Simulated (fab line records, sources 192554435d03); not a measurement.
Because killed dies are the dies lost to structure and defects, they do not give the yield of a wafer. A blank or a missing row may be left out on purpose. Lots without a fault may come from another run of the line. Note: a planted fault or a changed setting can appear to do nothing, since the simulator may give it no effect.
fab line records ; flow n5-finfet
record lots=5; wafers=15; last-day=18
route steps=1938 shown BEOL_M4@1052 PASSIVATION@1936
lots untouched by any fault: they come from a run of this same line in which no faults occurred
start-h: start of the lot's first displayed wafer, in hours after the record's first day ; wait-h: hours from the lot's prior step to this one ; " repeats the value in the row above ; L1.1+2: a single row standing in for several wafers ; - value missing, or start not given ; * or withheld: withheld ; < > ~ a bound
route shown NAME@n: NAME is a module with steps in the file, n the number in the route of the first one ; usual: mean and standard deviation over wafers with no fault ; same: alike in all rows ; chamber/n: place in a boat ; sites: per-site readings ; _std_site: the values' standard deviation ; _edge_site: the outer-site mean with the inner-site mean subtracted ; radius-mm: how far each site lies from the wafer's centre ; mask NAME#n: copy n ; behind: the tool/chamber that last shaped the wafer ; hold: the reason the lot was held/the length of the hold in hours/how it ended ; device: names the non-switching transistor (n, p or np) ; end of line: the route-end tests of the same wafers ; a step without rows: its recipe alone ; killed: at the first sort, the dies lost to defects and structure; wafer yield is something else ; map: per-die view of a wafer (x killed, . not killed, _ where there is no die)
set.NAME: the setting that was run; set.NAME@STEP: the one run at that earlier step ; model.NAME: the simulator's own value behind a step, which no gauge read
lots at selected steps of the route; one table per step, one row per wafer
services: when a tool's chamber went out of use (start-h, in hours from the record's first day, below 0 if earlier), for how many hours, and the reason
## steps
# step N5_BEOL_M4_SOFTBAKE_23
# recipe temp-c=110; time-s=60; resist=CAR-EUV
# step N5_BEOL_M4_EXPOSE_25
# recipe mask-id=V3; na=0.33; source-shape=quasar; sigma-inner=0.2; sigma-outer=0.8; polarization=unpolarized; defocus-nm=5; dose-mj=63
# step N5_BEOL_M4_PEB_26
# recipe peb-temp-c=100; peb-time-s=60; resist=CAR-EUV
# step N5_BEOL_M4_DEVELOP_27
# recipe develop-time-s=30; developer=TMAH; resist=CAR-EUV; rinse-liquid=surfactant-rinse; dry=air-spin; dev-temp-c=23
# step N5_BEOL_M4_DESCUM_33
# recipe chemistry=O2; time-s=7; source-power-w=50; bias-power-w=20; pressure-mtorr=20; rf-frequency-hz=2.712e+07; temp-c=40; resist=CAR-EUV; o2-flow-sccm=225
# step N5_BEOL_M4_ETCH_77
# recipe chemistry=N2/H2; target=underlayer; target-depth-a=65; mask-material=CAR-EUV; time-s=5.2; ion-energy-ev=200; pressure-mtorr=30; source-w=840; bias-w=150; n2-flow-sccm=200; h2-flow-sccm=200; ends=cleared
# step N5_BEOL_M4_ETCH_69
# recipe chemistry=CF4; target=SiARC; target-depth-a=156; mask-material=CAR-EUV; time-s=26; ion-energy-ev=80; pressure-mtorr=40; source-w=545; bias-w=36; Ar_flow_sccm=100; cf4-flow-sccm=100; ends=cleared
# step N5_BEOL_M4_ALD_98
# recipe material=SiO2; target-thk-a=25; temp-c=100; ald-precursor-family=BDEAS; ald-co-reactant=O2-plasma; pulse-time-s=1; co-reactant-pulse-time-s=1; purge-time-s=2; co-reactant-purge-time-s=2; ald-cycles=17; pressure-torr=2
# step N5_BEOL_M4_ETCHBACK_99
# recipe chemistry=CHF3; target=SiO2; target-depth-a=50; time-s=10.4; source-w=215; bias-w=47; Ar_flow_sccm=200; CHF3_flow_sccm=12; ion-energy-ev=100; pressure-mtorr=30
# step N5_BEOL_M4_ETCH_70
# recipe chemistry=N2/H2; target=SOC; target-depth-a=800; overetch-a=240; mask-material=SiARC; temp-c=40; time-s=130; ion-energy-ev=200; pressure-mtorr=30; source-w=840; bias-w=150; n2-flow-sccm=200; h2-flow-sccm=200
# usual bias-w=149.9/0.45; chamber-pressure-mTorr=30.005/0.029; drypump-motor-current-A=5.6/0.58; oes-product-au=0.57/0.055; rf-vpp-V=524.1/2; showerhead-plenum-p-Torr=2.55/0.062; throttle-valve-pct=17.71/0.25
lot.wafer;tool;chamber;start-h;wait-h;bias-w;chamber-pressure-mTorr;drypump-motor-current-A;oes-product-au;rf-hours-counter-h;rf-vpp-V;showerhead-plenum-p-Torr;throttle-valve-pct;model.CAR-EUV_of_BEOL_M4_COAT_22.thk-nm;model.SiARC_of_BEOL_M4_COAT_68.thk-nm;model.underlayer_of_BEOL_M4_COAT_76.thk-nm
L241.1;rie-diel-06;1;229.92;0.0;-;-;-;-;-;-;-;-;10.6;12;5
L241.2;rie-diel-06;2;229.92;0.0;-;-;-;-;-;-;-;-;10.6;12;5
L241.3;rie-diel-06;3;229.92;0.0;-;-;-;-;-;-;-;-;10.4;12;5
L240.1;rie-diel-02;3;230.06;0.0;-;-;-;-;-;-;-;-;10.6;12;5
L240.5;rie-diel-02;1;230.06;0.0;-;-;-;-;-;-;-;-;10.6;12;5
L240.6;rie-diel-02;0;230.06;0.0;-;-;-;-;-;-;-;-;10.8;12;5
L242.1;rie-diel-02;0;248.57;0.0;-;-;-;-;-;-;-;-;10.4;12;5
L242.3;rie-diel-02;3;248.57;0.0;-;-;-;-;-;-;-;-;10.2;12;5
L242.6;rie-diel-02;0;248.57;0.0;-;-;-;-;-;-;-;-;10.4;12;5
L249.3;rie-diel-02;1;280.90;0.0;150.4;30.059;5.3;0.53;207;521.6;2.52;17.75;0;5.8;0
L249.4;rie-diel-02;2;280.90;0.0;150.4;29.966;4.7;0.57;157;525.6;2.62;17.33;0;6;0
L249.5;rie-diel-02;0;280.90;0.0;150.3;29.998;5.5;0.56;-;524.4;2.55;17.86;0;5.6;0
L253.3;rie-diel-02;1;308.11;0.0;150.2;30.012;5.3;0.52;218;522.6;2.51;17.76;0;5.8;0
L253.5;rie-diel-02;0;308.11;0.0;150.3;29.946;5.5;0.54;-;522.9;2.55;17.86;0;5.6;0
L253.6;rie-diel-02;2;308.11;0.0;150.3;29.980;4.7;0.55;-;527.7;2.62;17.36;0;6;0
# step N5_BEOL_M4_STRIP_71
# recipe chemistry=N2/H2; temp-c=40; n2-flow-sccm=200; h2-flow-sccm=200; rf-frequency-hz=6e+07
# step N5_BEOL_M4_STRIP_78
# recipe chemistry=N2/H2; temp-c=40; n2-flow-sccm=200; h2-flow-sccm=200; rf-frequency-hz=6e+07
# step N5_BEOL_M4_VIA_ETCH_34
# recipe chemistry=C4F6/O2; target-depth-a=694; mask-material=SOC; pressure-mtorr=15; ion-energy-ev=250; taper-deg=4; time-s=65.9; source-w=350; bias-w=170; Ar_flow_sccm=300; C4F6_flow_sccm=10; O2_flow_sccm=10
# usual C4F6_flow_sccm=9.997/0.029; O2_flow_sccm=10.00/0.03; drypump-motor-current-A=5.6/0.58; oes-product-au=0.77/0.078; rf-vpp-V=662/15; showerhead-plenum-p-Torr=2.85/0.076; throttle-valve-pct=30.57/0.26
lot.wafer;tool;chamber;start-h;wait-h;C4F6_flow_sccm;O2_flow_sccm;drypump-motor-current-A;oes-product-au;rf-hours-counter-h;rf-vpp-V;showerhead-plenum-p-Torr;throttle-valve-pct
L241.1;rie-diel-06;1;230.02;0.0;10.006;10.01;5.5;0.36;0;636;2.92;30.48
L241.2;rie-diel-06;2;230.02;0.0;9.965;10.00;6.4;0.32;48;684;2.99;30.44
L241.3;rie-diel-06;3;230.02;0.0;10.002;10.01;5.7;0.35;16;661;2.78;29.94
L240.1;rie-diel-02;3;230.16;0.0;9.963;9.98;6.5;0.26;228;641;2.80;30.64
L240.5;rie-diel-02;1;230.16;0.0;9.977;10.01;5.3;0.28;-;678;2.85;30.67
L240.6;rie-diel-02;0;230.16;0.0;10.013;9.99;5.5;0.29;-;656;2.84;30.43
L242.1;rie-diel-02;0;248.68;0.0;9.994;9.99;5.5;0.28;156;657;2.83;30.45
L242.3;rie-diel-02;3;248.68;0.0;9.959;10.01;6.5;0.26;235;643;2.79;30.65
L242.6;rie-diel-02;0;248.68;0.0;10.014;9.94;5.5;0.29;-;655;2.83;30.42
L249.3;rie-diel-02;1;281.01;0.0;10.000;10.00;5.3;0.71;207;678;2.85;30.78
L249.4;rie-diel-02;2;281.01;0.0;9.982;10.03;4.7;0.74;157;668;2.94;30.15
L249.5;rie-diel-02;0;281.01;0.0;10.008;10.01;5.5;0.77;-;656;2.83;30.54
L253.3;rie-diel-02;1;308.22;0.0;10.038;10.02;5.3;0.71;218;680;2.84;30.78
L253.5;rie-diel-02;0;308.22;0.0;10.008;9.98;5.5;0.76;-;656;2.82;30.57
L253.6;rie-diel-02;2;308.22;0.0;9.994;10.02;4.7;0.75;-;668;2.94;30.18
# step N5_BEOL_M4_STRIP_83
# recipe chemistry=C4F6/O2; resist=SiARC; rf-frequency-hz=6e+07
# step N5_BEOL_M4_RC_MEAS_101
# usual DIBL_N=37.1/2.4; DIBL_P=37/3; IOFF_N=0.18/0.053; IOFF_P=0.21/0.05; ION_N=674/14; ION_P=459/9.2; SS_N=72.1/0.9; SS_P=73.4/0.89; VT_N=250/3.8; VT_P=-251/3.7
lot.wafer;tool;chamber;start-h;wait-h;DIBL_N[mV/V];DIBL_P[mV/V];IOFF_N[nA/um];IOFF_P[nA/um];ION_N[uA/um];ION_P[uA/um];SS_N[mV/dec];SS_P[mV/dec];VT_N[mV];VT_P[mV]
L249.3;prober-02;0;285.62;0.3;40.4;43;0.25;0.29;687;464;72.8;73.9;246;-246
L249.4;prober-02;0;285.62;0.3;37.4;39;0.19;0.22;671;460;71.9;73.5;250;-250
L249.5;prober-02;0;285.62;0.3;37.1;39;0.18;0.21;682;463;71.5;73.3;249;-251
L253.3;prober-01;0;312.76;0.3;37.9;37;0.19;0.20;679;455;72.6;72.7;249;-251
L253.5;prober-01;0;312.76;0.3;39.7;39;0.22;0.23;686;462;73.2;72.7;248;-248
L253.6;prober-01;0;312.76;0.3;40.3;40;0.21;0.24;682;449;72.5;74.8;248;-252
# step N5_PASSIVATION_PROBE_49
# usual defect-limited-yield=91.6/1.4; killed_at_M0_to_M3=32/9.5; killed_at_M4_up=13/6; killed-at-contacts=12/5.6; killed-at-front-end=39/11; killed-at-other=2.8/2.3; killed-dies=99/16; killed-on-rim=12/3.4; killed-open=65/12; killed-short=32/7.6; sort_bin_5_function=4.8/0.88; sort_bin_6_memory=3.2/0.65; sort-n-pass=1077/29; sort-yield-pct=91.2/2.5
# same gross-dies=1180; killed-at-back-side=0; sort_bin_4_leakage[%]=0; sort_bin_8_speed[%]=0
lot.wafer;tool;chamber;start-h;wait-h;defect-limited-yield[%];killed_at_M0_to_M3;killed_at_M4_up;killed-at-contacts;killed-at-front-end;killed-at-other;killed-dies;killed-on-rim;killed-open;killed-short;sort_bin_5_function[%];sort_bin_6_memory[%];sort-n-pass;sort-yield-pct[%]
L241.1;prober-02;-;337.27;0.0;0;32;1108;5;32;3;1180;152;60;33;97.1;2.8;0;0
L241.2;prober-02;-;337.32;0.1;0;45;1077;13;43;2;1180;152;85;37;96.2;3.5;0;0
L241.3;prober-02;-;337.37;0.1;0;42;1101;7;27;3;1180;152;43;47;96.4;3.1;0;0
L240.1;prober-02;-;343.49;0.0;0;39;1067;10;61;3;1180;152;88;33;95.3;4.6;0;0
L240.5;prober-02;-;343.69;0.2;0;29;1091;2;55;3;1180;152;70;29;96.8;3.0;0;0
L240.6;prober-02;-;343.74;0.3;0;30;1094;3;49;4;1180;152;66;28;96.4;3.4;0;0
L242.1;prober-02;-;368.62;0.0;0;33;1091;12;43;1;1180;152;69;27;96.7;3.1;0;0
L242.3;prober-02;-;368.72;0.1;0;30;1090;24;31;5;1180;152;82;21;96.2;3.6;0;0
L242.6;prober-02;-;368.87;0.3;0;41;1083;18;35;3;1180;152;68;40;95.3;4.3;0;0
L249.3;prober-02;-;391.42;0.1;91.0;29;25;11;37;4;106;18;70;36;5.3;3.1;1074;91.0
L249.4;prober-02;-;391.47;0.2;91.6;18;22;16;35;8;99;11;68;30;6.1;2.2;1081;91.6
L249.5;prober-02;-;391.52;0.2;92.1;25;16;7;37;8;93;15;62;30;5.0;2.9;1087;92.1
L253.3;prober-02;-;423.03;0.1;89.9;37;9;15;52;6;119;12;68;49;5.3;4.2;1061;89.9
L253.5;prober-02;-;423.13;0.2;91.4;37;11;2;42;9;101;10;61;35;4.7;3.1;1079;91.4
L253.6;prober-02;-;423.18;0.3;91.9;28;11;10;39;8;96;16;64;32;5.1;2.6;1084;91.9
# killed by level:class
L241.1 BEOL_M4:area-etch=1085 BEOL_M4:geometric-particle:open=11 BEOL_M0_SAQP:geometric-particle:short=9 BEOL_M0_SAQP:geometric-particle:open=7 FIN_SAQP:geometric-particle:open=6 FIN_SAQP:geometric-particle:short=4 GATE_CUT:geometric-particle:open=4 BEOL_M2:geometric-particle:open=4
L241.2 BEOL_M4:area-etch=1058 FIN_SAQP:geometric-particle:open=13 BEOL_M4:geometric-particle:open=12 BEOL_M0_SAQP:geometric-particle:open=11 BEOL_M0_SAQP:geometric-particle:short=11 MOL_CONTACT_COAG:geometric-particle:open=10 BEOL_M2:geometric-particle:open=8 FIN_SAQP:geometric-particle:short=6
L241.3 BEOL_M4:area-etch=1090 BEOL_M0_SAQP:geometric-particle:short=14 BEOL_M0_SAQP:geometric-particle:open=12 GATE_CUT:geometric-particle:short=8 BEOL_M2:geometric-particle:open=7 BEOL_M4:geometric-particle:open=7 MOL_CONTACT_COAG:geometric-particle:open=6 FIN_SAQP:geometric-particle:short=5
L240.1 BEOL_M4:area-etch=1059 STI_FIN_REVEAL:geometric-particle:open=23 FIN_SAQP:geometric-particle:open=16 BEOL_M2:geometric-particle:open=10 BEOL_M1:geometric-particle:open=9 MOL_CONTACT_COAG:geometric-particle:open=8 BEOL_M0_SAQP:geometric-particle:short=8 FIN_SAQP:geometric-particle:short=6
L240.5 BEOL_M4:area-etch=1081 FIN_SAQP:geometric-particle:open=17 STI_FIN_REVEAL:geometric-particle:open=13 BEOL_M1:geometric-particle:open=13 FIN_SAQP:geometric-particle:short=7 BEOL_M4:geometric-particle:open=6 BEOL_M0_SAQP:geometric-particle:short=4 BEOL_M3:geometric-particle:open=4
L240.6 BEOL_M4:area-etch=1086 FIN_SAQP:geometric-particle:open=15 DUMMY_GATE:geometric-particle:open=9 BEOL_M1:geometric-particle:open=8 BEOL_M2:geometric-particle:open=8 FIN_SAQP:geometric-particle:short=5 STI_FIN_REVEAL:geometric-particle:open=5 BEOL_M0_SAQP:geometric-particle:open=5
L242.1 BEOL_M4:area-etch=1082 STI_FIN_REVEAL:geometric-particle:open=14 MOL_CONTACT_COAG:geometric-particle:open=11 BEOL_M2:geometric-particle:open=8 BEOL_M3:geometric-particle:open=8 FIN_SAQP:geometric-particle:short=5 FIN_SAQP:geometric-particle:open=5 GATE_CUT:geometric-particle:short=4
L242.3 BEOL_M4:area-etch=1075 MOL_CONTACT_COAG:geometric-particle:open=18 STI_FIN_REVEAL:geometric-particle:open=17 BEOL_M2:geometric-particle:open=9 BEOL_M1:geometric-particle:open=8 BEOL_M4:geometric-particle:open=7 MOL_CONTACT_COAG:geometric-particle:short=6 FIN_SAQP:geometric-particle:open=3
L242.6 BEOL_M4:area-etch=1066 BEOL_M2:geometric-particle:open=12 MOL_CONTACT_COAG:geometric-particle:open=11 FIN_SAQP:geometric-particle:open=9 FIN_SAQP:geometric-particle:short=8 MOL_CONTACT_COAG:geometric-particle:short=7 BEOL_M1:geometric-particle:open=6 BEOL_M0_SAQP:geometric-particle:open=5
L249.3 STI_FIN_REVEAL:geometric-particle:open=12 BEOL_M4:geometric-particle:open=11 MOL_CONTACT_COAG:geometric-particle:open=10 BEOL_M1:geometric-particle:open=9 BEOL_M4:geometric-particle:short=7 DUMMY_GATE:geometric-particle:open=6 GATE_CUT:geometric-particle:short=5 BEOL_M0_SAQP:geometric-particle:short=5
L249.4 MOL_CONTACT_COAG:geometric-particle:open=14 BEOL_M4:geometric-particle:open=9 STI_FIN_REVEAL:geometric-particle:open=8 FIN_SAQP:geometric-particle:open=6 STI_FIN_REVEAL:geometric-particle:short=4 BEOL_M1:geometric-particle:open=4 BEOL_M2:geometric-particle:open=4 BEOL_M4:geometric-particle:short=4
L249.5 STI_FIN_REVEAL:geometric-particle:open=17 BEOL_M3:geometric-particle:open=8 BEOL_M4:geometric-particle:open=8 BEOL_M0_SAQP:geometric-particle:short=7 MOL_CONTACT_COAG:geometric-particle:open=6 BEOL_M1:geometric-particle:short=4 FIN_SAQP:geometric-particle:short=3 STI_FIN_REVEAL:geometric-particle:short=3
L253.3 BEOL_M0_SAQP:geometric-particle:short=15 BEOL_M0_SAQP:geometric-particle:open=11 MOL_CONTACT_COAG:geometric-particle:open=10 FIN_SAQP:geometric-particle:open=9 STI_FIN_REVEAL:geometric-particle:open=9 FIN_SAQP:geometric-particle:short=8 BEOL_M2:geometric-particle:open=7 GATE_CUT:geometric-particle:short=6
L253.5 FIN_SAQP:geometric-particle:short=9 FIN_SAQP:geometric-particle:open=8 BEOL_M1:geometric-particle:open=8 STI_FIN_REVEAL:geometric-particle:open=6 BEOL_M0_SAQP:geometric-particle:open=5 BEOL_M0:geometric-particle:open=5 BEOL_M2:geometric-particle:open=5 BEOL_M4:geometric-particle:open=5
L253.6 MOL_CONTACT_COAG:geometric-particle:open=8 BEOL_M4:geometric-particle:open=8 STI_FIN_REVEAL:geometric-particle:open=7 BEOL_M0_SAQP:geometric-particle:short=7 FIN_SAQP:geometric-particle:short=6 BEOL_M3:geometric-particle:open=6 DUMMY_GATE:geometric-particle:open=4 BEOL_M0:geometric-particle:open=4
# map L240.1 (x killed, . not)
_________________xxxxxxxxxxxx________________
______________xxxxxxxxxxxxxxxxxx_____________
___________xxxxxxxxxxxxxxxxxxxxxxxx__________
__________xxxxxxxxxxxxxxxxxxxxxxxxxx_________
________xxxxxxxxxxxxxxxxxxxxxxxxxxxxxx_______
_______xxxxxxxxxxxxxxxxxxxxxxxxxxxxxxxx______
______xxxxxxxxxxxxxxxxxxxxxxxxxxxxxxxxxx_____
_____xxxxxxxxxxxxxxxxxxxxxxxxxxxxxxxxxxxx____
____xxxxxxxxxxxxxxxxxxxxxxxxxxxxxxxxxxxxxx___
___xxxxxxxxxxxxxxxxxxxxxxxxxxxxxxxxxxxxxxxx__
___xxxxxxxxxxxxxxxxxxxxxxxxxxxxxxxxxxxxxxxx__
__xxxxxxxxxxxxxxxxxxxxxxxxxxxxxxxxxxxxxxxxxx_
__xxxxxxxxxxxxxxxxxxxxxxxxxxxxxxxxxxxxxxxxxx_
_xxxxxxxxxxxxxxxxxxxxxxxxxxxxxxxxxxxxxxxxxxxx
_xxxxxxxxxxxxxxxxxxxxxxxxxxxxxxxxxxxxxxxxxxxx
_xxxxxxxxxxxxxxxxxxxxxxxxxxxxxxxxxxxxxxxxxxxx
_xxxxxxxxxxxxxxxxxxxxxxxxxxxxxxxxxxxxxxxxxxxx
_xxxxxxxxxxxxxxxxxxxxxxxxxxxxxxxxxxxxxxxxxxxx
_xxxxxxxxxxxxxxxxxxxxxxxxxxxxxxxxxxxxxxxxxxxx
_xxxxxxxxxxxxxxxxxxxxxxxxxxxxxxxxxxxxxxxxxxxx
_xxxxxxxxxxxxxxxxxxxxxxxxxxxxxxxxxxxxxxxxxxxx
__xxxxxxxxxxxxxxxxxxxxxxxxxxxxxxxxxxxxxxxxxx_
__xxxxxxxxxxxxxxxxxxxxxxxxxxxxxxxxxxxxxxxxxx_
___xxxxxxxxxxxxxxxxxxxxxxxxxxxxxxxxxxxxxxxx__
___xxxxxxxxxxxxxxxxxxxxxxxxxxxxxxxxxxxxxxxx__
____xxxxxxxxxxxxxxxxxxxxxxxxxxxxxxxxxxxxxx___
_____xxxxxxxxxxxxxxxxxxxxxxxxxxxxxxxxxxxx____
______xxxxxxxxxxxxxxxxxxxxxxxxxxxxxxxxxx_____
_______xxxxxxxxxxxxxxxxxxxxxxxxxxxxxxxx______
________xxxxxxxxxxxxxxxxxxxxxxxxxxxxxx_______
__________xxxxxxxxxxxxxxxxxxxxxxxxxx_________
___________xxxxxxxxxxxxxxxxxxxxxxxx__________
______________xxxxxxxxxxxxxxxxxx_____________
_________________xxxxxxxxxxxx________________
# map L241.1 (x killed, . not)
_________________xxxxxxxxxxxx________________
______________xxxxxxxxxxxxxxxxxx_____________
___________xxxxxxxxxxxxxxxxxxxxxxxx__________
__________xxxxxxxxxxxxxxxxxxxxxxxxxx_________
________xxxxxxxxxxxxxxxxxxxxxxxxxxxxxx_______
_______xxxxxxxxxxxxxxxxxxxxxxxxxxxxxxxx______
______xxxxxxxxxxxxxxxxxxxxxxxxxxxxxxxxxx_____
_____xxxxxxxxxxxxxxxxxxxxxxxxxxxxxxxxxxxx____
____xxxxxxxxxxxxxxxxxxxxxxxxxxxxxxxxxxxxxx___
___xxxxxxxxxxxxxxxxxxxxxxxxxxxxxxxxxxxxxxxx__
___xxxxxxxxxxxxxxxxxxxxxxxxxxxxxxxxxxxxxxxx__
__xxxxxxxxxxxxxxxxxxxxxxxxxxxxxxxxxxxxxxxxxx_
__xxxxxxxxxxxxxxxxxxxxxxxxxxxxxxxxxxxxxxxxxx_
_xxxxxxxxxxxxxxxxxxxxxxxxxxxxxxxxxxxxxxxxxxxx
_xxxxxxxxxxxxxxxxxxxxxxxxxxxxxxxxxxxxxxxxxxxx
_xxxxxxxxxxxxxxxxxxxxxxxxxxxxxxxxxxxxxxxxxxxx
_xxxxxxxxxxxxxxxxxxxxxxxxxxxxxxxxxxxxxxxxxxxx
_xxxxxxxxxxxxxxxxxxxxxxxxxxxxxxxxxxxxxxxxxxxx
_xxxxxxxxxxxxxxxxxxxxxxxxxxxxxxxxxxxxxxxxxxxx
_xxxxxxxxxxxxxxxxxxxxxxxxxxxxxxxxxxxxxxxxxxxx
_xxxxxxxxxxxxxxxxxxxxxxxxxxxxxxxxxxxxxxxxxxxx
__xxxxxxxxxxxxxxxxxxxxxxxxxxxxxxxxxxxxxxxxxx_
__xxxxxxxxxxxxxxxxxxxxxxxxxxxxxxxxxxxxxxxxxx_
___xxxxxxxxxxxxxxxxxxxxxxxxxxxxxxxxxxxxxxxx__
___xxxxxxxxxxxxxxxxxxxxxxxxxxxxxxxxxxxxxxxx__
____xxxxxxxxxxxxxxxxxxxxxxxxxxxxxxxxxxxxxx___
_____xxxxxxxxxxxxxxxxxxxxxxxxxxxxxxxxxxxx____
______xxxxxxxxxxxxxxxxxxxxxxxxxxxxxxxxxx_____
_______xxxxxxxxxxxxxxxxxxxxxxxxxxxxxxxx______
________xxxxxxxxxxxxxxxxxxxxxxxxxxxxxx_______
__________xxxxxxxxxxxxxxxxxxxxxxxxxx_________
___________xxxxxxxxxxxxxxxxxxxxxxxx__________
______________xxxxxxxxxxxxxxxxxx_____________
_________________xxxxxxxxxxxx________________
## services
tool;chamber;start-h;hours;kind
rie-diel-06;1;206.72;-;clean
rie-diel-06;1;206.72;-;consumable-replace:focus-ring
rie-diel-06;1;206.72;22.6;scheduled-down
rie-diel-06;1;206.72;22.6;vent-cycle
rie-diel-06;-;236.71;0.9;repair
rie-diel-06;0;252.51;12.0;repair
rie-diel-02;3;262.99;5.7;repair
rie-diel-02;-;271.93;0.3;repair
rie-diel-02;3;294.43;-;clean
rie-diel-02;3;294.43;-;consumable-replace:esc
rie-diel-02;3;294.43;-;consumable-replace:focus-ring
rie-diel-02;3;294.43;26.6;scheduled-down
rie-diel-02;3;294.43;26.6;vent-cycle
rie-diel-06;0;295.00;3.9;repair
## key
first-sign step=N5_BEOL_M4_ETCH_70; reading=tool-record; direction=missing
effect step=N5_BEOL_M4_VIA_ETCH_34; reading=oes-product-au; direction=down; sigmas=6; usual=0.77; struck=0.30
effect step=N5_PASSIVATION_PROBE_49; reading=killed_at_M4_up; direction=up; sigmas=99+; usual=13; struck=1089
model-effect step=N5_BEOL_M4_ETCH_70; value=CAR-EUV_of_BEOL_M4_COAT_22.thk-nm; without=0; struck=10.51
more-kills-born-at N5_BEOL_M4_ETCH_70@rie-diel-02=6449; N5_BEOL_M4_ETCH_70@rie-diel-06=3233
met-at N5_BEOL_M4_ETCH_70
struck-wafers L240.1,L240.5,L240.6,L241.1,L241.2,L241.3,L242.1,L242.3,L242.6
later-rows-left-out L240.1,L240.5,L240.6,L241.1,L241.2,L241.3,L242.1,L242.3,L242.6
fault kind=skipped-step-whole; tool=rie-diel-02,rie-diel-06; chamber=-; onset-h=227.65; steps=N5_BEOL_M4_ETCH_70; scope=struck-lots-only
# later-rows-left-out: the simulator's readings of these wafers behind a module that went badly wrong aren't trusted and aren't shown, but for the sort
